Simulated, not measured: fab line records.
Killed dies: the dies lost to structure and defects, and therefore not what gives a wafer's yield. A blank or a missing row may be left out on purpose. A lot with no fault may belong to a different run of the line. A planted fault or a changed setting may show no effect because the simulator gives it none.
Split-lot study | flow n5 finfet | 7 lots, 21 wafers read, on a route of 1938 steps

== THE SPLIT ==
At N5_BEOL_M6_COAT_59 (time 60 s, resist thk 100 nm), the setting spin rpm was moved away from the recipe's 1500 rpm on 7 of the 21 wafers read, by -7.1% to +10.9%. For the rest of the wafers, this setting stayed at what the recipe calls for.

== FROM THE SPLIT TO THE READING: what the file shows between them, 7 steps ==
- N5_BEOL_M6_COAT_60: time 60 s, resist thk 35 nm
- N5_BEOL_M6_COAT_05: resist thk 90 nm
- N5_BEOL_M6_DESCUM_16: chemistry O2, time 7.9 s
- N5_BEOL_M6_ETCH_61: etches SiARC in CF4, target depth 45.5 nm, time 75.8 s
- N5_BEOL_M6_ETCH_62: etches SOC in N2/H2, target depth 110 nm, overetch 22 nm, time 165 s
- N5_BEOL_M6_STRIP_68: strips in N2/H2
- N5_BEOL_M6_STRIP_67: strips in CF4

== THE READING ==
SOC_of_BEOL_M6_COAT_59.thk nm (the simulator's own value, which no gauge read), in nm, at N5_BEOL_M6_HM_OPEN_17 (chemistry Cl2/BCl3, target TiN, target depth 20 nm, overetch 6 nm). The file gives no usual value for it. Average 92.1 nm, standard deviation 0.34 nm, over the 14 wafers here run with the recipe.

wafer  | tool, chamber at the split | spin rpm as run, rpm | against the recipe | SOC_of_BEOL_M6_COAT_59.thk nm, nm | against lot-mates on the recipe
L074.1 | litho track-03, 0          | 1500                 | recipe             | 92.4                              | -
L074.3 | litho track-03, 0          | 1500                 | recipe             | 92.6                              | -
L074.5 | litho track-03, 0          | 1500                 | recipe             | 92.2                              | -
L076.1 | litho track-02, 0          | 1500                 | recipe             | 92.2                              | -
L076.4 | litho track-02, 0          | 1573                 | +4.9%              | 89.6                              | -2.6
L076.5 | litho track-02, 0          | 1573                 | +4.9%              | 89.8                              | -2.4
L077.1 | litho track-02, 0          | 1500                 | recipe             | 92                                | -
L077.4 | litho track-02, 0          | 1500                 | recipe             | 91.8                              | -
L077.5 | litho track-02, 0          | 1500                 | recipe             | 91.8                              | -
L080.1 | litho track-04, 0          | 1500                 | recipe             | 92                                | -
L080.2 | litho track-04, 0          | 1500                 | recipe             | 92                                | -
L080.6 | litho track-04, 0          | 1500                 | recipe             | 92.2                              | -
L082.1 | litho track-04, 0          | 1393                 | -7.1%              | 96                                | +3.8
L082.6 | litho track-04, 0          | 1393                 | -7.1%              | 96                                | +3.8
L082.4 | litho track-04, 0          | 1500                 | recipe             | 92.2                              | -
L083.4 | litho track-03, 0          | 1500                 | recipe             | 92.2                              | -
L083.5 | litho track-03, 0          | 1636                 | +9.1%              | 87.8                              | -4.6
L083.6 | litho track-03, 0          | 1500                 | recipe             | 92.6                              | -
L086.3 | litho track-03, 0          | 1500                 | recipe             | 91.2                              | -
L086.4 | litho track-03, 0          | 1664                 | +10.9%             | 86.2                              | -5.0
L086.5 | litho track-03, 0          | 1664                 | +10.9%             | 86.6                              | -4.6

FIT RESULTS
A straight line over all 21 wafers: SOC_of_BEOL_M6_COAT_59.thk nm changes by -0.518 nm for each +1% of spin rpm; r = -0.99; the points scatter about the line by 0.32 nm.
The same after taking each lot's own level away (the mean of its wafers on the recipe; 21 wafers): -0.482 nm for each +1%; r = -0.99; scatter 0.24 nm.
The reading moves by 5.3 nm for the largest change in spin rpm, on that fit.
From 91.20 to 92.40 nm: that is the span of the lots' own levels, equal to 3.5 times the standard deviation above.
The two slopes are in agreement: the lot-to-lot level therefore moves the slope only a little.
Check: for one of the wafers moved furthest among these (+10.9%), held out of the fit, the line's prediction against its lot-mates is -5.29 nm. It came out at -5 nm against them.

== THE WHOLE CHAIN: every reading that the file lists as answering this split, in the file's order ==
step                  | what it does                                                         | reading                                                                        | change (the file's fit)               | r (the file's)
N5_BEOL_M6_COAT_59    | time 60 s, resist thk 100 nm                                         | SOC_of_BEOL_M6_COAT_59.thk nm (the simulator's own value, which no gauge read) | -0.473 nm for each +1% of the setting | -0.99
N5_BEOL_M6_ETCH_62    | etches SOC in N2/H2, target depth 110 nm, overetch 22 nm, time 165 s | etch.depth nm (the simulator's own value, which no gauge read)                 | -0.473 nm for each +1% of the setting | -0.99
N5_BEOL_M6_HM_OPEN_17 | chemistry Cl2/BCl3, target TiN, target depth 20 nm, overetch 6 nm    | SOC_of_BEOL_M6_COAT_59.thk nm (the simulator's own value, which no gauge read) | -0.483 nm for each +1% of the setting | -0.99

== THE FILE'S OWN FIT ==
SOC_of_BEOL_M6_COAT_59.thk nm changes by -0.483 nm for each +1% of spin rpm, r = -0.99.
